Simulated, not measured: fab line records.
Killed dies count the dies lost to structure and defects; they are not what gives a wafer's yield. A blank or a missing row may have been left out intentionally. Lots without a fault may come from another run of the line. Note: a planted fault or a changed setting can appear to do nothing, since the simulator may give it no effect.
Chamber matching | flow n5 finfet | N5_BEOL_M4_ALD_84 on ald metal-02 has 4 sister chambers
The step deposits TaN, pulse time 2 s, purge time 3 s, co reactant purge time 2 s. 8 wafers are shown with their chamber, then 11 later ones without.

## WAFERS PAIRED WITH THEIR CHAMBERS
wafer  | chamber | heater power w (W)
L076.3 | 0       | 354
L085.2 | 3       | 481
L085.3 | 0       | 356
L085.6 | 1       | 415
L088.1 | 2       | 424
L088.2 | 1       | 416
L088.5 | 3       | 487
L089.1 | 2       | 422

## WAFERS WITHOUT THEIR CHAMBER
wafer  | heater power w (W)
L089.5 | 410
L089.6 | 407
L090.1 | 488
L090.3 | 409
L090.5 | 487
L092.1 | 488
L092.2 | 408
L092.5 | 411
L093.2 | 418
L093.4 | 417
L093.6 | 413

## WHICH CHAMBER EACH ONE RAN IN
wafer  | from the rows above     | in truth
L089.5 | 1                       | 1
L089.6 | 1                       | 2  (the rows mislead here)
L090.1 | 3                       | 3
L090.3 | 1                       | 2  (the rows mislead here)
L090.5 | 3                       | 3
L092.1 | 3                       | 3
L092.2 | 1                       | 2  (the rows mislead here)
L092.5 | 1                       | 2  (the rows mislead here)
L093.2 | can't be placed: 1 or 2 | 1
L093.4 | can't be placed: 1 or 2 | 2
L093.6 | 1                       | 1
Correctly placed: 5 of 11. Can't be placed from these rows: 2 (the true chamber is among the candidates in 2). 4 placed wrongly.
How it was worked out, from the rows above alone: a wafer's distance from a chamber is the root of the sum, over the readings, of the square of ((its reading less the chamber's mean) divided by the reading's scatter). If the next closest chamber is less than 2 further off than the closest, the wafer can't be placed; otherwise it belongs to the closest. Each chamber's mean is taken over the wafers shown for it. The scatter: take each reading less its chamber's mean, square it, sum over the shown wafers, divide by the number of wafers less the number of chambers, and take the root.
